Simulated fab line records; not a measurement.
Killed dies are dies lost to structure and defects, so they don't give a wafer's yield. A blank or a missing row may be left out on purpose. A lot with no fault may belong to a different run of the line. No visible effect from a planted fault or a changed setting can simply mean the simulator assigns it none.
The same fault as seen by 2 desks :: flow n5Finfet :: only its own numbers are on each desk; what lay behind them is given at the end

== DESK OF THE TOOL OWNER: pecvd-04 ==
The tool's own readings at N5_BEOL_M15_ILD_DEP_00 (deposits SiO2 from TEOS/O2, target thk 1629.3 nm, time 346.1 s): means of the sampled wafers that have a number, for each lot that ran on this tool. A lot is out of limits, marked OUT, if its mean lies more than 4 standard deviations from the usual mean; the brackets give that distance.
Columns: A = heaterPowerW at N5_BEOL_M15_ILD_DEP_00, usual 534 W; B = runLengthS at N5_BEOL_M15_ILD_DEP_00, usual 388.9 s; C = showerheadPlenumPTorr at N5_BEOL_M15_ILD_DEP_00, usual 8.350 Torr; D = throttleValvePct at N5_BEOL_M15_ILD_DEP_00, usual 18.9 %
lot: L306
first seen here: day 11 01:14
A: 534
B: 389.3
C: 8.363
D: 18.8

lot: L311
first seen here: day 13 07:01
A: 570
B: 406.3 (+31) OUT
C: 8.370
D: 19.2

lot: L315
first seen here: day 13 21:05
A: 568
B: 424.0 (+63) OUT
C: 8.364
D: 18.9

lot: L325
first seen here: day 16 02:10
A: 573
B: 389.3
C: 8.366
D: 18.9

lot: L326
first seen here: day 17 05:57
A: 586
B: 389.0
C: 8.364
D: 18.7
This desk's verdict: out of limits on L311, L315, starting with L311 at day 13 07:01 (runLengthS at N5_BEOL_M15_ILD_DEP_00). L306, L325, L326: within limits.

== FROM THE METROLOGY DESK ==
Lot by lot, what the gauges showed, no matter which tool ran the lot: averages of those sampled wafers that carry a number. A lot is out of limits, marked OUT, if its mean lies more than 4 standard deviations from the usual mean; the brackets give that distance.
Columns: A = M15_ILD_THK at N5_BEOL_M15_THK_MEAS_01, usual 1632 nm
lot: L306
first seen here: day 11 01:29
A: 1625

lot: L309
first seen here: day 12 11:15
A: 1637

lot: L311
first seen here: day 13 07:16
A: 1738 (+5.9) OUT

lot: L315
first seen here: day 13 21:21
A: 1799 (+9.3) OUT

lot: L322
first seen here: day 15 18:07
A: 1631

lot: L324
first seen here: day 16 02:17
A: 1642

lot: L325
first seen here: day 16 02:25
A: 1649

lot: L326
first seen here: day 17 06:19
A: 1633

lot: L329
first seen here: day 17 20:35
A: 1616

lot: L328
first seen here: day 18 11:55
A: 1637
Per this desk, out of limits: L311, L315; the first was L311, day 13 07:16 (M15_ILD_THK at N5_BEOL_M15_THK_MEAS_01). L306, L309, L322, L324, L325, L326, L329, L328: within limits.

== TAKEN TOGETHER ==
On L311, L315, at day 13 07:01, an alarm was possible from the tool owner's desk.
Metrology desk: alarm possible at day 13 07:16 on L311, L315.
N5_BEOL_M15_ILD_DEP_00 was run on pecvd-04 by each of the lots named.

== WHAT HAD BEEN PUT IN BY THE SIMULATOR ==
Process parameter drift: pecvd-04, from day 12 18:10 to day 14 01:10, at N5_BEOL_M15_ILD_DEP_00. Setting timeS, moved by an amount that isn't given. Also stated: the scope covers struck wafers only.
Lots struck among those shown: L311, L315.
Fault start to first reading out of limits, in hours, per desk: tool owner, 13; metrology, 13.
